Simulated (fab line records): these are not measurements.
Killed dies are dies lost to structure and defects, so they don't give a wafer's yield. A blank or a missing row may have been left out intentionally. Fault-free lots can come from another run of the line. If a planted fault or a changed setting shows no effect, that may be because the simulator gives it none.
A lot that was struck, set against a sound lot / flow nand harc / 14 steps out of a route of 1302
Sound: the wafers L876.2, L876.3, L876.5. Struck: wafers L889.1, L889.3. (L889.4 of the same lot was not struck and is left out.) The cause comes at the end.
Each step with rows lists, per side, the tool, then ch with its chambers, then its first start. Under that, the readings that differ: sound wafers / struck wafers / difference of the means / sigmas: that difference in standard deviations of wafers without a fault.
alike: words and numbers the same on both sides, and readings whose means are apart by under 2 such deviations; not compared: readings that were withheld, readings missing a value for some wafer, numbers with overlapping values and no deviation given by the record, and bounds like >300 which may hide the same value.
A row with sigmas, a row that says differs or no value, or rows on one side alone: a step with any of these is where the two part. Numbers that have no deviation but don't overlap get no sigmas and don't part them. A reading that every wafer of one side lacks parts them only if that side has two wafers or more.

NHARC_A_ZERO_WELL_INSPECT_17:
  struck on defect inspect-01, day 15 21:44; sound on defect inspect-01, day 9 16:29
  alike: raw defect count
then, 3 steps without rows for these wafers: NHARC_A_SOURCE_PLATE_PRECLEAN_00 (cleans in HF-LAST, time 60 s); NHARC_A_SOURCE_PLATE_SRD_01; NHARC_A_SOURCE_PLATE_OXIDE_02 (material SiO2, target thk 10 nm, ox time 1362 s).
NHARC_A_SOURCE_PLATE_THK_MEAS_09: measures by ellipsometry.
  struck on film metro-02, day 16 05:02; sound on film metro-01, day 9 23:46
  alike: thk nm
then, 3 steps without rows for these wafers: NHARC_A_SOURCE_PLATE_PVD_04 (deposits WSi2, target thk 50 nm); NHARC_A_SOURCE_PLATE_CVD_03 (deposits poly-Si, target thk 200 nm, time 4000 s); NHARC_A_SOURCE_PLATE_ANNEAL_05 (time 1800 s).
NHARC_A_SOURCE_PLATE_THK_MEAS_06: measures by ellipsometry.
  struck on film metro-01, day 16 18:05; sound on film metro-01, day 10 12:40
  alike: thk nm
NHARC_A_SOURCE_PLATE_INSPECT_08:
  struck on defect inspect-02, day 16 18:10; sound on defect inspect-01, day 10 12:46
  alike: raw defect count
NHARC_A_ONON_D1_DEP_00: target thk 1000 nm.
  sound on pecvd onon-01 ch 0, day 10 12:53; struck on pecvd onon-03 ch 0, day 16 18:13
NHARC_A_ONON_D1_THK_MEAS_02: measures by ellipsometry.
  struck on film metro-01, day 16 18:44; sound on film metro-02, day 10 13:20
reading=thk nm (nm); sound=997 997 997; struck=1038 1038; difference=+41; sigmas=+4
then, 1 step without rows for these wafers: NHARC_A_ONON_D1_DEP_03 (target thk 1000 nm).
-- break in the record here, with 16 days between the starts of the struck wafers on either side (left off in module A_ONON_D1, picked up again in module END, where the first step shown is number 1302 on the route) --
NHARC_END_SORT_01:
  sound on prober-02 ch 0, day 27 08:04; struck on prober-02 ch 0, day 33 04:38
reading=killed at array; sound=69 72 93; struck=606 627; difference=+538; sigmas=+34
reading=killed dies; sound=72 77 94; struck=618 633; difference=+544; sigmas=+34
  alike: killed at other, killed at periphery, killed open, killed short

WHERE THEY PART
Earliest at NHARC_A_ONON_D1_THK_MEAS_02; latest, in this record, at NHARC_END_SORT_01.

WHY: whatever the simulator had introduced
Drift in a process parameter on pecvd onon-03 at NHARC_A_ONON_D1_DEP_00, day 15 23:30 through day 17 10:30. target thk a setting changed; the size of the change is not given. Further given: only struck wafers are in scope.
